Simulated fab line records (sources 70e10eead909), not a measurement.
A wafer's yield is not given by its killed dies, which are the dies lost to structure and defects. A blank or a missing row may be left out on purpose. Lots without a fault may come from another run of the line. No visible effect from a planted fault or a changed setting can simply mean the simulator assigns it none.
Matching of chambers ; flow nand harc ; NHARC_P_M2_ETCH_35 on rie diel-13: 4 sister chambers
The step etches the open film in N2/H2, target depth 40 nm, overetch 12 nm, time 43.94 s. 8 wafers are shown with their chamber, then 12 later ones without.

## EACH WAFER AND ITS CHAMBER
wafer;chamber;rf vpp V (V);throttle valve pct (%)
L086.6;1;432;14.164
L088.5;1;431;14.164
L089.1;2;434;14.154
L089.4;0;429;14.163
L089.5;3;428;14.169
L093.2;0;426;14.176
L093.3;2;434;14.161
L093.5;3;428;14.157

## WAFERS WITH NO CHAMBER GIVEN
wafer;rf vpp V (V);throttle valve pct (%)
L094.1;431;14.163
L094.4;428;14.170
L094.6;427;14.160
L095.2;436;14.177
L095.5;435;14.184
L095.6;428;14.173
L096.3;428;14.167
L096.5;435;14.182
L096.6;429;14.149
L097.1;428;14.167
L097.2;435;14.161
L097.4;431;14.188

## EACH ONE'S CHAMBER
wafer;from the rows above;in truth
L094.1;1;1
L094.4;can't be placed: 0 or 3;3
L094.6;can't be placed: 3 or 0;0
L095.2;can't be placed: 2 or 1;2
L095.5;can't be placed: 2 or 1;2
L095.6;can't be placed: 0 or 3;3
L096.3;can't be placed: 0 or 3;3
L096.5;can't be placed: 2 or 1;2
L096.6;can't be placed: 3 or 1 or 0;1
L097.1;can't be placed: 0 or 3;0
L097.2;2;2
L097.4;can't be placed: 1 or 0 or 3 or 2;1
Correctly placed: 2 of 12. Not placeable from these rows: 10 (in 10, the candidates include the true chamber). Number placed wrongly: 0.
How it was worked out, from the rows above alone: a wafer's distance from a chamber is the root of the sum, over the readings, of the square of ((its reading less the chamber's mean) divided by the reading's scatter). The wafer belongs to the nearest chamber; if the next one is less than 2 further off, it can't be placed. The mean given for a chamber averages the wafers shown for that chamber. The scatter is the square root of a quotient: the sum, over the shown wafers, of each reading's squared deviation from its chamber's mean, divided by wafers minus chambers.
